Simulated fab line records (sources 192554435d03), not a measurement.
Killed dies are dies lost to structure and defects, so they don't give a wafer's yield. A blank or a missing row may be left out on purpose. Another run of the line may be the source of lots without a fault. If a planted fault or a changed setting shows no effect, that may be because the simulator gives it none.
Matching of chambers / flow n5Finfet / 3 sister chambers for N5_BEOL_M1_CO_CAP_55 on cvdCo-02
The step material Co, precursor CCTBA/H2, target thk 2 nm, time 102.1 s. 3 wafers are shown with their chamber, then 12 later ones without.

== EACH WAFER AND ITS CHAMBER ==
wafer=L089.1; chamber=2; heaterPowerW (W)=273
wafer=L089.2; chamber=0; heaterPowerW (W)=280
wafer=L089.3; chamber=1; heaterPowerW (W)=225

== WAFERS WITH NO CHAMBER GIVEN ==
wafer=L092.1; heaterPowerW (W)=265
wafer=L092.2; heaterPowerW (W)=229
wafer=L092.5; heaterPowerW (W)=280
wafer=L093.1; heaterPowerW (W)=265
wafer=L093.4; heaterPowerW (W)=224
wafer=L093.5; heaterPowerW (W)=230
wafer=L096.3; heaterPowerW (W)=281
wafer=L096.4; heaterPowerW (W)=272
wafer=L096.6; heaterPowerW (W)=225
wafer=L097.3; heaterPowerW (W)=269
wafer=L097.4; heaterPowerW (W)=270
wafer=L097.5; heaterPowerW (W)=283

== CHAMBER TAKEN BY EACH ==
wafer=L092.1; from the rows above=can't be placed: 2 or 0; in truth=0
wafer=L092.2; from the rows above=1; in truth=1
wafer=L092.5; from the rows above=can't be placed: 0 or 2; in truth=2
wafer=L093.1; from the rows above=can't be placed: 2 or 0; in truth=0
wafer=L093.4; from the rows above=1; in truth=1
wafer=L093.5; from the rows above=1; in truth=1
wafer=L096.3; from the rows above=can't be placed: 0 or 2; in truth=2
wafer=L096.4; from the rows above=can't be placed: 2 or 0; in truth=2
wafer=L096.6; from the rows above=1; in truth=1
wafer=L097.3; from the rows above=can't be placed: 2 or 0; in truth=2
wafer=L097.4; from the rows above=can't be placed: 2 or 0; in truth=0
wafer=L097.5; from the rows above=can't be placed: 0 or 2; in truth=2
Correctly placed: 4 of 12. From these rows, 8 cannot be placed; in 8 the true chamber is one of the candidates. Placed wrongly: 0.
How it was worked out, from the rows above alone: a wafer's distance from a chamber is the root of the sum, over the readings, of the square of ((its reading less the chamber's mean) divided by the reading's scatter). The wafer belongs to the nearest chamber; if the next one is less than 2 further off, it can't be placed. A chamber's mean is the mean of its shown wafers. The scatter: root of mean squared gap, hidden wafer to nearest shown wafer, with one shown wafer a chamber.
